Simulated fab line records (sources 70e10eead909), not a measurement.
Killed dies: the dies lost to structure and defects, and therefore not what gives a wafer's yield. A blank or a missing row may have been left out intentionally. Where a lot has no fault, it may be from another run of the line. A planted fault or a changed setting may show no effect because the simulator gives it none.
Which tool is to blame? :: flow nandHarc :: route of 1302 steps, sampled at 1 step: 6 lots, 18 wafers

== WHAT EACH GAUGE READ, for each wafer ==
NHARC_A_ZERO_WELL_CD_MEAS_10 targets a cd of 2000 nm.
lot: L366
measured: day 7 11:17
on: cdSem-03
cdNm (nm): 2002.8 2003.3 1999.7

lot: L368
measured: day 8 07:40
on: cdSem-01
cdNm (nm): 2001.6 1996.5 1996.1

lot: L370
measured: day 9 07:59
on: cdSem-01
cdNm (nm): 1997.5 1998.5 1997.8

lot: L379
measured: day 12 20:05
on: cdSem-01
cdNm (nm): 1995.0 1999.3 1997.1

lot: L381
measured: day 13 16:58
on: cdSem-01
cdNm (nm): 2000.9 1997.4 2002.3

lot: L386
measured: day 15 23:54
on: cdSem-02
cdNm (nm): 1998.5 1999.4 2004.0

== EACH LOT AND THE TOOL THAT RAN IT (in order: tool; ch and the chambers of the sampled wafers; start) ==
The record shows no process step preceding these readings.

== THE ANSWER, worked out from the rows above alone ==
Rule: what is usual is taken from the lots themselves. The widest of any qualifying gaps counts: lots, ordered by their means at a reading, are off when they make up no more than a third of the lots, leave a main group of 4 or more, and stand apart from it by 3 or more times the standard deviation of that group's means. The tables above print the reading to a certain number of digits; a main group whose means all agree to those digits is not used. Also off: a lot with no number at a reading for which 4 or more lots have one. The other lots that the step has rows for count as sound.
Nothing can be told from this: no lot is off at any reading shown.

== WHAT HAD BEEN PUT IN BY THE SIMULATOR ==
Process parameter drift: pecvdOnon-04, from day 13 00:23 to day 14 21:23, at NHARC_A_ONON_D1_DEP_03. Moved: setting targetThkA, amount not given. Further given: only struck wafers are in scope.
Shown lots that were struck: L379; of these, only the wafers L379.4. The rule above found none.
